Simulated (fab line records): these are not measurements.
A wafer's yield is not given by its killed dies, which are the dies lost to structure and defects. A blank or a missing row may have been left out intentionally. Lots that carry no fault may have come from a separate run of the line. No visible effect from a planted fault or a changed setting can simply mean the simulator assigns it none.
Chamber matching ; flow nand harc ; ald hk-04 running NHARC_A_CHANNEL_FILL_D1_ALD_16: 4 sister chambers
The step deposits SiO2, target thk 1.5 nm, pulse time 10 s, ald cycles 15. 8 wafers are shown with their chamber, then 12 later ones without.

== EACH WAFER AND ITS CHAMBER ==
wafer;chamber;heater power w (W);precursor pulse height rel
L087.5;0;472;1.011
L089.3;2;581;0.994
L089.5;2;573;0.997
L090.3;1;488;0.995
L090.4;0;457;1.006
L091.1;1;499;0.992
L091.2;3;465;1.006
L091.6;3;449;0.976

== WAFERS WHOSE CHAMBER IS MISSING ==
wafer;heater power w (W);precursor pulse height rel
L092.1;469;0.984
L092.4;501;0.971
L092.6;563;0.977
L094.1;452;1.003
L094.2;500;1.009
L094.6;502;1.000
L096.2;460;1.019
L096.3;568;0.995
L096.5;467;0.976
L097.3;581;0.982
L097.4;496;1.013
L097.6;505;1.002

== WHICH CHAMBER EACH WENT THROUGH ==
wafer;from the rows above;in truth
L092.1;can't be placed: 3 or 0 or 1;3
L092.4;1;1
L092.6;2;2
L094.1;can't be placed: 3 or 0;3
L094.2;1;1
L094.6;1;1
L096.2;can't be placed: 0 or 3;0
L096.3;2;2
L096.5;can't be placed: 3 or 0 or 1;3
L097.3;2;2
L097.4;can't be placed: 1 or 0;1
L097.6;1;1
Correct placement for 7 of the 12. Can't be placed from these rows: 5 (the true chamber is among the candidates in 5). Wrongly placed: 0.
How it was worked out, from the rows above alone: a wafer's distance from a chamber is the root of the sum, over the readings, of the square of ((its reading less the chamber's mean) divided by the reading's scatter). If the next closest chamber is less than 2 further off than the closest, the wafer can't be placed; otherwise it belongs to the closest. A chamber's mean is the mean of its shown wafers. The scatter: take each reading less its chamber's mean, square it, sum over the shown wafers, divide by the number of wafers less the number of chambers, and take the root.
